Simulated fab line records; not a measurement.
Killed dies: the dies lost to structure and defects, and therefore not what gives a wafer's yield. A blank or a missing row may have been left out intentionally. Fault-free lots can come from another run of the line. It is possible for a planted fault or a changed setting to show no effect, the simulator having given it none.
fab line records	flow n5-finfet
record lots=7	wafers=19	last-day=18
route steps=1938 shown BEOL_M0_SAQP@700 BEOL_M0_CUTY@701 BEOL_M4@1111 PASSIVATION@1936
lots that met no fault: taken from a fault-free run of the same line
start-h: hours from the record's opening day to when the first of the lot's shown wafers began	wait-h: hours since the lot's step before	" repeats the value in the row above	L1.1+2: several wafers, shown together as one row	- value missing, or start not given	* or withheld: withheld	< > ~ a bound
route shown NAME@n: NAME is a module with steps in the file, n the number in the route of the first one	usual: mean/standard deviation taken from wafers without a fault	same: alike in all rows	chamber/n: place in a boat	sites: the reading at each site	_std_site: the values' standard deviation	_edge_site: the outer-site mean with the inner-site mean subtracted	radius-mm: for every site, how far away it sits from the centre of the wafer	mask NAME#n: copy n	behind: the last tool/chamber to shape the wafer	hold: the reason the lot was held/the length of the hold in hours/how it ended	device: names the non-switching transistor (n, p or np)	end of line: the tests these same wafers got at the end of their route	a step given without rows: its recipe and nothing more	killed: the dies lost at the first sort to structure and to defects; this is not the yield of the wafer	map: shows each die of a wafer: x if killed, . if not, _ if none is there
set.NAME: the setting the step ran with; set.NAME@STEP: the setting that earlier step ran with	model.NAME: the simulator's own value behind a step, which no gauge read
lots at selected steps of the route; one table per step, one row per wafer
services: when a tool's chamber went out of use (start-h, in hours from the record's first day, below 0 if earlier), for how many hours, and the reason
## steps
# step N5_BEOL_M0_SAQP_STRIP_75
# recipe chemistry=CF4	resist=SiARC	power-w=300	bias-power-w=75	pressure-mtorr=50	cf4-flow-sccm=150	rf-frequency-hz=6e+07
# usual cf4-flow-sccm=150.1/0.48	drypump-motor-current-A=5.6/0.39	oes-product-au=0.184/0.018	rf-vpp-V=271.6/1.2	showerhead-plenum-p-Torr=1.82/0.04	throttle-valve-pct=13.57/0.18
lot.wafer	tool	chamber	start-h	wait-h	cf4-flow-sccm	drypump-motor-current-A	oes-product-au	rf-hours-counter-h	rf-vpp-V	showerhead-plenum-p-Torr	throttle-valve-pct
L244.2	rie-diel-02	2	112.39	0.1	150.2	5.5	0.179	143	271.4	1.81	13.50
L244.4	"	0	"	"	150.3	5.3	0.167	237	270.8	1.71	13.70
L244.5	"	2	"	"	150.3	5.6	0.179	-	272.6	1.81	13.49
L245.2	rie-diel-02	1	121.25	0.1	149.3	4.9	0.162	233	272.5	1.84	13.73
L245.5	"	1	"	"	149.8	4.9	0.164	-	272.3	1.84	13.73
L245.6	"	0	"	"	149.8	5.4	0.160	-	267.1	1.71	13.74
L252.2	rie-diel-02	1	166.80	0.1	150.3	4.9	0.163	247	271.0	1.84	13.77
L252.4	"	2	"	"	150.8	5.6	0.169	-	268.9	1.81	13.52
L252.6	"	3	"	"	149.7	5.1	0.168	-	271.4	1.86	13.78
L259.2	rie-diel-04	2	205.86	0.1	150.6	6.3	0.200	54	272.5	1.84	13.62
L259.3	"	1	"	"	150.0	5.4	0.211	17	271.0	1.75	13.25
L259.4	"	3	"	"	150.4	5.7	0.199	45	271.4	1.84	13.62
L264.2	rie-diel-05	1	237.93	0.1	149.9	5.6	0.161	171	271.4	1.79	13.58
L264.4	"	0	"	"	148.8	6.2	0.168	188	271.8	1.84	13.85
L265.1	rie-diel-02	1	244.15	0.1	151.2	4.9	0.218	10	271.3	1.83	13.22
L265.6	"	2	"	"	150.6	5.6	0.169	-	271.3	1.80	13.57
L267.4	rie-diel-05	3	258.77	0.1	149.6	5.6	0.200	40	271.6	1.76	13.34
L267.5	"	1	"	"	151.1	5.6	0.168	-	273.3	1.79	13.58
L267.6	"	2	"	"	149.8	5.5	0.196	-	271.8	1.82	13.48
# step N5_BEOL_M0_CUTY_COAT_50
# recipe resist=SiARC	temp-c=220	time-s=60	spin-rpm=1500	resist-thk-nm=15
# step N5_BEOL_M0_CUTY_COAT_51
# recipe resist=CAR-ArF-block	spin-rpm=1500	resist-thk-nm=150
# step N5_BEOL_M0_CUTY_EBR_52
# recipe solvent=PGMEA	ebr-width-mm=1.5
# step N5_BEOL_M0_CUTY_SOFTBAKE_53
# recipe temp-c=110	time-s=60	resist=CAR-ArF-block
# step N5_BEOL_M0_CUTY_EXPOSE_54
# recipe mask-id=M0_ABLK	na=1.35	source-shape=conventional	sigma-outer=0.8	polarization=unpolarized	dose-mj=36
# step N5_BEOL_M0_CUTY_PEB_55
# recipe peb-temp-c=110	peb-time-s=60	resist=CAR-ArF-block
# step N5_BEOL_M0_CUTY_DEVELOP_56
# recipe develop-time-s=30	developer=TMAH	resist=CAR-ArF-block	rinse-liquid=diw	dry=air-spin	dev-temp-c=23
# step N5_BEOL_M0_CUTY_CD_MEAS_57
# recipe target-cd-nm=200	landing-energy-ev=500	detector=se-inlens	polarity=line
# usual cd-nm=199.7/1
lot.wafer	tool	chamber	start-h	wait-h	cd-nm
L244.2	cd-sem-03	0	112.79	-	199.9
L244.4	"	0	"	"	199.9
L244.5	"	0	"	"	202.0
L245.2	cd-sem-03	0	121.52	-	199.4
L245.5	"	0	"	"	200.6
L245.6	"	0	"	"	199.1
L252.2	cd-sem-02	0	167.19	-	199.1
L252.4	"	0	"	"	200.0
L252.6	"	0	"	"	199.1
L259.2	cd-sem-03	0	206.25	-	200.7
L259.3	"	0	"	"	200.5
L259.4	"	0	"	"	199.1
L264.2	cd-sem-01	0	238.20	-	201.5
L264.4	"	0	"	"	200.2
L265.1	cd-sem-01	0	244.54	-	197.5
L265.6	"	0	"	"	197.9
L267.4	cd-sem-02	0	259.16	-	200.3
L267.5	"	0	"	"	199.4
L267.6	"	0	"	"	200.4
# step N5_BEOL_M0_CUTY_OVL_MEAS_58
# recipe points-per-wafer=44
# usual M0_ABLK_OVL=-0.3/0.73
lot.wafer	tool	chamber	start-h	wait-h	M0_ABLK_OVL[nm]
L244.2	overlay-02	0	112.82	0.0	0.7
L244.4	"	0	"	"	0.3
L244.5	"	0	"	"	0.0
L245.2	overlay-02	0	121.55	0.0	0.4
L245.5	"	0	"	"	0.3
L245.6	"	0	"	"	0.7
L252.2	overlay-01	0	167.22	0.0	0.2
L252.4	"	0	"	"	0.4
L252.6	"	0	"	"	0.1
L259.2	overlay-01	0	206.28	0.0	-0.6
L259.3	"	0	"	"	0.4
L259.4	"	0	"	"	0.2
L264.2	overlay-01	0	238.23	0.0	-0.9
L264.4	"	0	"	"	-1.1
L265.1	overlay-01	0	244.57	0.0	-1.4
L265.6	"	0	"	"	-0.5
L267.4	overlay-02	0	259.19	0.0	-0.8
L267.5	"	0	"	"	-0.5
L267.6	"	0	"	"	0.1
# step N5_BEOL_M0_CUTY_INSPECT_59
# recipe mode=adi	inspect-instrument=macro
# usual raw-defect-count=2.0/1.5
lot.wafer	tool	chamber	start-h	wait-h	raw-defect-count
L244.2	defect-inspect-01	-	112.84	0.0	1
L244.4	"	-	"	"	2
L244.5	"	-	"	"	2
L245.2	defect-inspect-01	-	121.57	0.0	2
L245.5	"	-	"	"	2
L245.6	"	-	"	"	2
L252.2	defect-inspect-02	-	167.25	0.0	4
L252.4	"	-	"	"	2
L252.6	"	-	"	"	1
L259.2	defect-inspect-02	-	206.31	0.0	3
L259.3	"	-	"	"	3
L259.4	"	-	"	"	0
L264.2	defect-inspect-02	-	238.26	0.0	0
L264.4	"	-	"	"	3
L265.1	defect-inspect-02	-	244.59	0.0	2
L265.6	"	-	"	"	2
L267.4	defect-inspect-02	-	259.21	0.0	0
L267.5	"	-	"	"	3
L267.6	"	-	"	"	3
# step N5_BEOL_M0_CUTY_DESCUM_61
# recipe chemistry=O2	time-s=7.9	source-power-w=50	bias-power-w=20	pressure-mtorr=20	rf-frequency-hz=2.712e+07	temp-c=40	resist=CAR-ArF-block	o2-flow-sccm=225
# usual drypump-motor-current-A=5.9/0.53	o2-flow-sccm=225.0/0.66	oes-product-au=0.79/0.099	rf-vpp-V=243.8/1.5	showerhead-plenum-p-Torr=2.14/0.079	throttle-valve-pct=20.30/0.23
lot.wafer	tool	chamber	start-h	wait-h	drypump-motor-current-A	o2-flow-sccm	oes-product-au	rf-hours-counter-h	rf-vpp-V	showerhead-plenum-p-Torr	throttle-valve-pct
L244.2	rie-diel-01	1	112.88	0.0	5.8	225.3	0.69	227	241.8	1.97	20.17
L244.4	"	3	"	"	6.6	225.0	0.70	-	244.4	2.15	20.57
L244.5	"	2	"	"	5.2	225.0	0.89	-	245.6	2.20	20.04
L245.2	rie-diel-01	3	121.60	0.0	6.6	223.9	0.70	237	244.8	2.15	20.56
L245.5	"	3	"	"	6.6	224.8	0.70	-	243.4	2.15	20.58
L245.6	"	1	"	"	5.7	223.9	0.68	-	241.0	1.97	20.18
L252.2	rie-diel-01	1	167.28	0.0	5.8	224.2	0.68	247	241.8	1.97	20.20
L252.4	"	3	"	"	6.5	225.1	0.69	253	243.0	2.15	20.59
L252.6	"	1	"	"	5.8	225.9	0.67	-	240.5	1.97	20.21
L259.2	rie-diel-01	1	206.34	0.0	5.8	225.3	0.66	259	242.0	1.96	20.22
L259.3	"	0	"	"	6.3	225.0	0.76	125	244.4	2.19	20.24
L259.4	"	2	"	"	5.2	224.6	0.84	-	243.3	2.19	20.09
L264.2	rie-diel-01	2	239.25	1.0	5.2	225.8	0.81	81	244.3	2.18	20.11
L264.4	"	0	"	"	6.3	224.8	0.76	139	244.5	2.18	20.27
L265.1	rie-diel-01	0	244.91	0.3	6.3	224.4	0.76	141	243.8	2.18	20.28
L265.6	"	0	"	"	6.4	224.9	0.75	-	246.0	2.18	20.29
L267.4	rie-diel-01	3	259.32	0.1	6.6	225.8	0.90	21	243.0	2.14	20.17
L267.5	"	2	"	"	5.2	226.5	0.81	-	243.2	2.18	20.11
L267.6	"	1	"	"	5.7	224.5	0.96	-	244.7	2.22	19.88
# step N5_BEOL_M0_CUTY_ETCH_62
# recipe chemistry=CF4	target=SiARC	mask-material=CAR-ArF-block	time-s=58.5	ion-energy-ev=80	pressure-mtorr=40	source-w=545	bias-w=36	Ar_flow_sccm=100	cf4-flow-sccm=100	ends=cleared
# usual cf4-flow-sccm=99.99/0.29	drypump-motor-current-A=5.9/0.53	etch-rf-on-time-s=57.7/1.4	oes-product-au=0.67/0.087	rf-vpp-V=184.6/1.2	showerhead-plenum-p-Torr=2.19/0.075	throttle-valve-pct=15.54/0.18
lot.wafer	tool	chamber	start-h	wait-h	cf4-flow-sccm	drypump-motor-current-A	etch-rf-on-time-s	oes-product-au	rf-hours-counter-h	rf-vpp-V	showerhead-plenum-p-Torr	throttle-valve-pct
L244.2	rie-diel-01	1	112.91	0.0	100.28	5.8	58.2	0.58	227	182.8	2.05	15.62
L244.4	"	3	"	"	100.38	6.6	57.5	0.61	-	185.6	2.20	15.75
L244.5	"	2	"	"	99.85	5.3	55.8	0.78	-	184.9	2.28	15.34
L245.2	rie-diel-01	3	121.64	0.0	100.11	6.5	57.3	0.62	237	186.0	2.20	15.78
L245.5	"	3	"	"	99.77	6.6	57.4	0.61	-	184.6	2.20	15.77
L245.6	"	1	"	"	99.75	5.7	57.5	0.59	-	182.8	2.05	15.63
L252.2	rie-diel-01	1	167.31	0.0	99.90	5.8	58.0	0.57	247	183.1	2.04	15.64
L252.4	"	3	"	"	99.82	6.6	57.6	0.60	253	185.3	2.19	15.81
L252.6	"	1	"	"	99.42	5.8	57.8	0.57	-	184.1	2.04	15.66
L259.2	rie-diel-01	1	206.38	0.0	99.65	5.7	57.8	0.56	259	181.5	2.04	15.69
L259.3	"	0	"	"	99.78	6.3	59.0	0.65	125	184.2	2.23	15.46
L259.4	"	2	"	"	99.96	5.2	56.2	0.73	-	185.6	2.26	15.43
L264.2	rie-diel-01	2	239.28	0.0	99.50	5.2	109.6	0.58	81	186.0	2.26	15.47
L264.4	"	0	"	"	99.67	6.4	59.5	0.64	139	185.3	2.22	15.49
L265.1	rie-diel-01	0	244.95	0.0	100.13	6.4	60.2	0.63	141	185.4	2.22	15.52
L265.6	"	0	"	"	99.91	6.4	116.4	0.53	-	185.2	2.22	15.51
L267.4	rie-diel-01	3	259.35	0.0	100.06	6.6	56.2	0.77	21	184.5	2.18	15.32
L267.5	"	2	"	"	100.26	5.2	56.5	0.70	-	183.8	2.25	15.47
L267.6	"	1	"	"	99.58	5.8	112.1	0.67	-	185.9	2.29	15.21
# step N5_BEOL_M0_CUTY_ETCH_63
# recipe chemistry=N2/H2	target=SOC	target-depth-a=827	overetch-a=165	mask-material=SiARC	temp-c=40	ion-energy-ev=200	time-s=124	pressure-mtorr=30	source-w=840	bias-w=150	n2-flow-sccm=200	h2-flow-sccm=200
# usual drypump-motor-current-A=5.9/0.53	oes-product-au=0.64/0.078	rf-vpp-V=525.4/2.7	showerhead-plenum-p-Torr=2.60/0.1	throttle-valve-pct=17.70/0.23
lot.wafer	tool	chamber	start-h	wait-h	drypump-motor-current-A	oes-product-au	rf-hours-counter-h	rf-vpp-V	showerhead-plenum-p-Torr	throttle-valve-pct
L244.2	rie-diel-01	1	112.96	0.0	5.8	0.56	227	519.8	2.39	17.47
L244.4	"	3	"	"	6.6	0.59	-	525.7	2.62	17.95
L244.5	"	2	"	"	5.2	0.72	-	528.7	2.72	17.66
L245.2	rie-diel-01	3	121.69	0.0	6.6	0.58	237	525.9	2.61	17.96
L245.5	"	3	"	"	6.6	0.58	-	523.7	2.61	17.98
L245.6	"	1	"	"	5.8	0.56	-	521.7	2.39	17.49
L252.2	rie-diel-01	1	167.36	0.0	5.8	0.55	248	520.5	2.38	17.50
L252.4	"	3	"	"	6.6	0.57	253	527.0	2.61	18.00
L252.6	"	1	"	"	5.8	0.55	-	518.5	2.38	17.51
L259.2	rie-diel-01	1	206.42	0.0	5.8	0.54	259	520.2	2.37	17.53
L259.3	"	0	"	"	6.3	0.63	125	526.4	2.66	17.61
L259.4	"	2	"	"	5.1	0.68	-	527.5	2.71	17.74
L264.2	rie-diel-01	2	239.33	0.0	5.2	0.67	81	526.2	2.70	17.77
L264.4	"	0	"	"	6.3	0.62	139	527.1	2.65	17.65
L265.1	rie-diel-01	0	244.99	0.0	6.3	0.62	141	526.3	2.65	17.63
L265.6	"	0	"	"	6.4	0.61	-	527.3	2.65	17.63
L267.4	rie-diel-01	3	259.40	0.0	6.6	0.73	21	525.4	2.60	17.54
L267.5	"	2	"	"	5.2	0.66	-	526.4	2.70	17.78
L267.6	"	1	"	"	5.8	0.77	-	526.9	2.69	17.14
# step N5_BEOL_M4_RC_MEAS_101
# usual DIBL_N=35.7/1.5	DIBL_P=35.7/2	IOFF_N=0.155/0.026	IOFF_P=0.20/0.031	ION_N=675/11	ION_P=462/7.1	SS_N=71.3/0.57	SS_P=73.1/0.56	VT_N=250/3	VT_P=-251/3
lot.wafer	tool	chamber	start-h	wait-h	DIBL_N[mV/V]	DIBL_P[mV/V]	IOFF_N[nA/um]	IOFF_P[nA/um]	ION_N[uA/um]	ION_P[uA/um]	SS_N[mV/dec]	SS_P[mV/dec]	VT_N[mV]	VT_P[mV]
L244.2	prober-02	0	176.03	0.2	33.2	32.0	0.120	0.15	678	471	70.4	72.1	253	-254
L244.4	"	0	"	"	35.7	35.7	0.157	0.21	682	466	71.2	73.1	248	-250
L244.5	"	0	"	"	37.4	36.9	0.186	0.23	676	468	71.4	73.7	246	-249
L245.2	prober-01	0	185.44	0.2	35.0	33.7	0.139	0.17	665	450	71.1	72.8	254	-255
L245.5	"	0	"	"	38.3	38.5	0.208	0.25	685	462	71.3	73.7	247	-247
L245.6	"	0	"	"	37.4	37.2	0.175	0.23	667	460	71.7	73.2	250	-250
L252.2	prober-01	0	225.72	0.8	35.2	33.7	0.131	0.19	677	467	71.1	72.4	252	-248
L252.4	"	0	"	"	36.8	35.0	0.141	0.21	660	453	71.5	72.8	254	-248
L252.6	"	0	"	"	35.2	34.1	0.121	0.20	657	457	71.1	72.2	256	-251
L259.2	prober-02	0	260.55	0.2	35.9	36.7	0.149	0.21	673	469	70.7	72.9	250	-248
L259.3	"	0	"	"	36.7	37.2	0.162	0.22	669	465	70.9	72.2	248	-248
L259.4	"	0	"	"	36.7	37.1	0.163	0.23	697	470	71.0	73.1	248	-248
L264.2	prober-01	0	305.52	0.2	32.7	33.4	0.113	0.16	666	452	70.4	72.4	254	-254
L264.4	"	0	"	"	34.4	34.9	0.138	0.17	670	448	70.7	72.6	251	-254
L265.1	prober-02	0	311.93	0.0	36.3	37.6	0.193	0.26	693	474	71.5	73.7	245	-245
L265.6	"	0	"	"	37.6	38.5	0.201	0.26	679	464	71.5	73.3	249	-248
L267.4	prober-02	0	320.53	0.5	37.1	38.4	0.175	0.22	669	457	71.6	73.4	249	-252
L267.5	"	0	"	"	35.9	37.9	0.164	0.20	681	462	71.2	73.8	250	-252
L267.6	"	0	"	"	38.2	40.2	0.214	0.26	680	464	72.1	74.0	244	-248
# step N5_PASSIVATION_PROBE_49
# usual defect-limited-yield=91.4/1.5	killed_at_M0_to_M3=34/10	killed_at_M4_up=15/6	killed-at-contacts=12/6	killed-at-front-end=37/11	killed-at-other=3.3/2.8	killed-dies=101/18	killed-open=66/14	killed-short=33/7.8	sort_bin_5_function=5.0/0.97	sort_bin_6_memory=3.2/0.72	sort-n-pass=1079/18	sort-yield-pct=91.4/1.5
# same gross-dies=1180	killed-at-back-side=0	sort_bin_4_leakage[%]=0	sort_bin_8_speed[%]=0
lot.wafer	tool	chamber	start-h	wait-h	defect-limited-yield[%]	killed_at_M0_to_M3	killed_at_M4_up	killed-at-contacts	killed-at-front-end	killed-at-other	killed-dies	killed-open	killed-short	sort_bin_5_function[%]	sort_bin_6_memory[%]	sort-n-pass	sort-yield-pct[%]
L244.2	prober-02	-	288.34	0.1	92.3	21	12	14	32	12	91	58	31	4.6	2.8	1089	92.3
L244.4	prober-02	-	288.44	0.2	92.8	34	13	4	31	3	85	54	29	5.4	1.7	1095	92.8
L244.5	prober-02	-	288.49	0.2	93.1	24	15	4	33	6	82	57	25	4.6	2.1	1098	93.1
L245.2	prober-02	-	302.34	0.1	88.6	23	14	19	68	11	135	83	50	6.6	4.6	1045	88.6
L245.5	prober-02	-	302.49	0.2	88.0	66	13	24	39	0	142	74	66	7.4	4.2	1038	88.0
L245.6	prober-02	-	302.54	0.3	90.1	33	14	14	49	7	117	75	37	6.3	3.4	1063	90.1
L252.2	prober-01	-	330.33	0.1	90.1	41	15	8	50	3	117	75	42	6.8	2.9	1063	90.1
L252.4	prober-01	-	330.43	0.2	89.7	39	26	5	49	3	122	95	27	6.0	4.2	1058	89.7
L252.6	prober-01	-	330.53	0.3	90.6	21	23	4	60	3	111	76	35	5.6	3.6	1069	90.6
L259.2	prober-02	-	369.42	0.1	89.9	37	25	25	30	2	119	89	30	6.2	3.6	1061	89.9
L259.3	prober-02	-	369.47	0.1	89.8	48	24	12	32	4	120	82	38	6.4	3.4	1060	89.8
L259.4	prober-02	-	369.52	0.2	90.9	29	24	13	38	3	107	74	32	5.3	3.5	1073	90.9
# killed by level:class
L244.2 FIN_SAQP:geometric-particle:short=11 MOL_CONTACT_COAG:geometric-particle:open=11 BEOL_M6:geometric-particle:open=5 FIN_SAQP:geometric-particle:open=4 BEOL_M0_SAQP:geometric-particle:short=4 BEOL_M0_SAQP:geometric-particle:open=4 BEOL_M3:geometric-particle:open=4 PASS1_CAP:geometric-particle:short=4
L244.4 BEOL_M0_SAQP:geometric-particle:open=13 BEOL_M0_SAQP:geometric-particle:short=8 STARTING-WAFER:geometric-particle:open=6 GATE_CUT:geometric-particle:open=5 STARTING-WAFER:geometric-particle:short=5 BEOL_M4:geometric-particle:open=5 BEOL_M3:geometric-particle:open=4 FIN_SAQP:geometric-particle:short=3
L244.5 BEOL_M4:geometric-particle:open=12 BEOL_M0_SAQP:geometric-particle:open=8 FIN_SAQP:geometric-particle:open=7 FIN_SAQP:geometric-particle:short=6 BEOL_M0_SAQP:geometric-particle:short=5 BEOL_M1:geometric-particle:open=5 ILD0:geometric-particle:short=4 MOL_CONTACT_COAG:geometric-particle:open=4
L245.2 FIN_SAQP:geometric-particle:open=22 FIN_SAQP:geometric-particle:short=19 MOL_CONTACT_COAG:geometric-particle:open=13 BEOL_M0_SAQP:geometric-particle:open=8 BEOL_M4:geometric-particle:open=7 MOL_CONTACT_COAG:geometric-particle:short=6 PAD_METAL:geometric-particle:open=6 DUMMY_GATE:geometric-particle:open=5
L245.5 BEOL_M0_SAQP:geometric-particle:short=26 MOL_CONTACT_COAG:geometric-particle:open=19 BEOL_M0_SAQP:geometric-particle:open=16 BEOL_M3:geometric-particle:short=7 FIN_SAQP:geometric-particle:short=6 FIN_SAQP:geometric-particle:open=6 DUMMY_GATE:geometric-particle:open=5 SPACER0:geometric-particle:short=5
L245.6 DUMMY_GATE:geometric-particle:open=12 MOL_CONTACT_COAG:geometric-particle:open=11 BEOL_M0_SAQP:geometric-particle:short=9 FIN_SAQP:geometric-particle:open=8 FIN_SAQP:geometric-particle:short=6 BEOL_M3:geometric-particle:open=5 BEOL_M0_SAQP:geometric-particle:open=5 BEOL_M4:geometric-particle:open=5
L252.2 FIN_SAQP:geometric-particle:open=13 BEOL_M2:geometric-particle:open=11 FIN_SAQP:geometric-particle:short=10 DUMMY_GATE:geometric-particle:open=10 BEOL_M0_SAQP:geometric-particle:open=9 BEOL_M3:geometric-particle:open=7 BEOL_M0_SAQP:geometric-particle:short=6 MOL_CONTACT_COAG:geometric-particle:open=4
L252.4 FIN_SAQP:geometric-particle:open=17 BEOL_M0_SAQP:geometric-particle:open=13 BEOL_M4:geometric-particle:open=13 STI_FIN_REVEAL:geometric-particle:open=10 BEOL_M0_SAQP:geometric-particle:short=8 DUMMY_GATE:geometric-particle:open=7 BEOL_M2:geometric-particle:open=7 FIN_SAQP:geometric-particle:short=5
L252.6 FIN_SAQP:geometric-particle:open=14 BEOL_M4:geometric-particle:open=10 DUMMY_GATE:geometric-particle:open=9 FIN_SAQP:geometric-particle:short=8 STI_FIN_REVEAL:geometric-particle:open=8 BEOL_M5:geometric-particle:open=7 BEOL_M2:geometric-particle:open=6 ILD0:geometric-particle:short=5
L259.2 MOL_CONTACT_COAG:geometric-particle:open=17 BEOL_M0_SAQP:geometric-particle:open=15 BEOL_M4:geometric-particle:open=13 FIN_SAQP:geometric-particle:open=10 MOL_CONTACT_COAG:geometric-particle:short=8 BEOL_M3:geometric-particle:open=7 BEOL_M0_SAQP:geometric-particle:short=5 FIN_SAQP:geometric-particle:short=4
L259.3 BEOL_M0_SAQP:geometric-particle:open=12 BEOL_M4:geometric-particle:open=12 BEOL_M0_SAQP:geometric-particle:short=10 BEOL_M1:geometric-particle:open=10 MOL_CONTACT_COAG:geometric-particle:open=9 BEOL_M2:geometric-particle:open=8 BEOL_M5:geometric-particle:open=8 FIN_SAQP:geometric-particle:open=7
L259.4 BEOL_M4:geometric-particle:open=11 MOL_CONTACT_COAG:geometric-particle:open=10 GATE_CUT:geometric-particle:open=8 BEOL_M3:geometric-particle:open=8 STI_FIN_REVEAL:geometric-particle:open=7 BEOL_M0_SAQP:geometric-particle:open=7 STARTING-WAFER:geometric-particle:open=6 FIN_SAQP:geometric-particle:short=5
## services
tool	chamber	start-h	hours	kind
rie-diel-01	0	107.19	29.5	repair
rie-diel-05	1	112.71	3.3	repair
rie-diel-04	2	143.32	5.9	repair
rie-diel-04	-	144.48	0.2	repair
rie-diel-02	2	145.20	5.7	repair
rie-diel-02	0	162.78	-	clean
rie-diel-02	0	162.78	-	consumable-replace:focus-ring
rie-diel-02	0	162.78	-	consumable-replace:showerhead
rie-diel-02	0	162.78	20.6	scheduled-down
rie-diel-01	3	172.08	16.0	repair
rie-diel-02	-	174.67	14.6	pm
rie-diel-01	1	175.77	9.0	repair
rie-diel-01	3	188.14	-	clean
rie-diel-01	3	188.14	-	consumable-replace:focus-ring
rie-diel-01	3	188.14	25.6	scheduled-down
rie-diel-01	3	188.14	25.6	vent-cycle
rie-diel-02	0	190.78	2.9	repair
rie-diel-02	3	201.95	4.0	repair
rie-diel-05	3	210.20	15.3	repair
rie-diel-01	1	213.94	-	clean
rie-diel-01	1	213.94	-	consumable-replace:focus-ring
rie-diel-01	1	213.94	-	consumable-replace:showerhead
rie-diel-01	1	213.94	18.5	scheduled-down
rie-diel-01	1	213.94	18.5	vent-cycle
## key
first-sign step=N5_BEOL_M0_CUTY_ETCH_62	reading=etch-rf-on-time-s	direction=up	sigmas=40	usual=*	struck=*
effect none on later readings
met-at N5_BEOL_M0_CUTY_ETCH_62
struck-wafers L264.2,L265.6,L267.6
onset-between 206.38 239.28
fault kind=process-parameter-drift	tool=rie-diel-01	chamber=-	onset-h=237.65	steps=N5_BEOL_M0_CUTY_ETCH_62	channel=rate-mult	offset=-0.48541	shape=step	end-h=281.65	scope=struck-wafers-only
